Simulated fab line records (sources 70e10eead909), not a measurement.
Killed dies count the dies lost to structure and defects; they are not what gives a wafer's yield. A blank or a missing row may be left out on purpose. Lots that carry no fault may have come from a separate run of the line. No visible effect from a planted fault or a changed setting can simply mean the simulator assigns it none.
A lot that was struck, set against a sound lot    flow nand-harc    20 out of 1302 route steps
Sound: wafers L968.1, L968.3, L968.4. The struck wafers were L963.2, L963.3, L963.6. The cause comes at the end.
For every step that has rows: the tool of each side, followed by ch and its chambers, followed by its first start. Under that, the readings that differ: sound wafers    struck wafers    difference of the means    sigmas: that difference in standard deviations of wafers without a fault.
alike: a reading whose means differ by less than 2 such deviations, as well as words and numbers matching on both sides. not compared: withheld readings; readings where some wafer has no value; bounds like >300 that might hide an equal value; numbers whose values overlap and for which the record gives no deviation.
The two part at a step that has a row with sigmas, a row that says differs or no value, or rows on one side only. When numbers do not overlap yet have no deviation, they are printed without sigmas and do not part them. A reading missing from all wafers of one side parts the sides only when that side holds two or more wafers.

first, 4 steps without rows for these wafers: NHARC_P_GATE_PRECLEAN_71 (cleans in SC1); NHARC_P_GATE_SRD_72; NHARC_P_GATE_OXIDE_16 (material SiO2, target thk 3 nm, ox time 392 s); NHARC_P_GATE_CVD_17 (deposits poly-Si, target thk 150 nm, time 900 s).
NHARC_P_GATE_HM_DEP_102: deposits aC, target thk 120 nm.
  sound on acl-dep-02 ch 0, day 12 11:46; struck on acl-dep-02 ch 0, day 10 06:32
  alike: throttle-valve-pct
NHARC_P_GATE_DEP_103: deposits SiON, target thk 30 nm.
  sound on pecvd-02 ch 0,1,2, day 12 12:25; struck on pecvd-01 ch 0,1, day 10 07:06
  alike: heater-power-w
then, 6 steps without rows for these wafers: NHARC_P_GATE_DEHYDRATE_18 (time 120 s); NHARC_P_GATE_HMDS_19 (time 30 s); NHARC_P_GATE_COAT_20 (resist thk 90 nm); NHARC_P_GATE_SOFTBAKE_21 (time 55 s); NHARC_P_GATE_EBR_22; NHARC_P_GATE_EXPOSE_23 (exposes mask P GATE, target cd 120 nm).
NHARC_P_GATE_PEB_24: peb time 65 s.
  sound on litho-track-01 ch 0, day 12 13:01; struck on litho-track-04 ch 0, day 10 07:42
reading                   sound              struck             difference  sigmas
heater-power-total-W (W)  157.1 157.2 157.2  164.0 164.0 164.4  +7.0        +17
  alike: exhaust-pa
then, 1 step without rows for these wafers: NHARC_P_GATE_DEVELOP_25 (develop time 35 s).
NHARC_P_GATE_CD_MEAS_26: the cd target is 120 nm.
  sound on cd-sem-01 ch 0, day 12 13:06; struck on cd-sem-03 ch 0, day 10 07:47
reading     sound              struck             difference  sigmas
cd-nm (nm)  119.8 119.7 119.5  124.1 122.8 124.4  +4.1        +4
NHARC_P_GATE_OVL_MEAS_27:
  sound: overlay-01 at day 12 13:11; struck: overlay-01 at day 10 07:52
  alike: overlay-x-nm, overlay-y-nm
NHARC_P_GATE_INSPECT_28:
  sound: defect-inspect-02 at day 12 13:13; struck: defect-inspect-02 at day 10 07:54
  alike: raw-defect-count
NHARC_P_GATE_DESCUM_31: chemistry O2, time 3 s.
  sound on rie-diel-08 ch 0,1,3, day 12 13:17; struck on rie-diel-06 ch 0,1,2, day 10 07:58
reading                  sound              struck           difference  sigmas
model.P_GATE.cd-nm (nm)  119.6 119.5 120.4  123.2 122.2 125  +3.6        
  alike: chamber-pressure-mTorr, drypump-motor-current-A, mfc-ar-sccm, oes-product-au, rf-vpp-V, showerhead-plenum-p-Torr, throttle-valve-pct
  not compared: rf-hours-counter-h
NHARC_P_GATE_ETCH_104: etches the open film in CF4/CHF3, target depth 60 nm.
  sound on rie-diel-08 ch 1,2,3, day 12 13:22; struck on rie-diel-06 ch 0,2,3, day 10 08:03
reading                      sound              struck             difference  sigmas
drypump-motor-current-A (A)  5.2 5.7 5.6        6.6 6.7 6.4        +1.1        +2
mfc-ar-sccm (sccm)           0.025 0.017 0.029  0 0 0              +0          -2
model.P_GATE.cd-nm (nm)      119.6 119.9 120.6  123.6 122.6 125.4  +3.8        
  alike: chamber-pressure-mTorr, oes-product-au, rf-vpp-V, showerhead-plenum-p-Torr, throttle-valve-pct
NHARC_P_GATE_HM_OPEN_105: chemistry O2/COS, target depth 360 nm.
  sound: rie-diel-08 ch 1,2,3; struck: rie-diel-06 ch 0,2,3
reading                      sound              struck       difference  sigmas
drypump-motor-current-A (A)  5.6 5.7 5.2        6.7 6.7 6.5  +1.1        +2
mfc-ar-sccm (sccm)           0.029 0.017 0.025  0 0 0        +0          -2
  alike: chamber-pressure-mTorr, oes-product-au, rf-vpp-V, showerhead-plenum-p-Torr, throttle-valve-pct
  not compared: rf-hours-counter-h

== WHERE THEY PART ==
Earliest at NHARC_P_GATE_PEB_24; latest, in this record, at NHARC_P_GATE_HM_OPEN_105.

WHY: what the simulator had put in
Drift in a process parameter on litho-track-04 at NHARC_P_GATE_PEB_24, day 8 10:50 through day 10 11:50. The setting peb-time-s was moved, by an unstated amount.
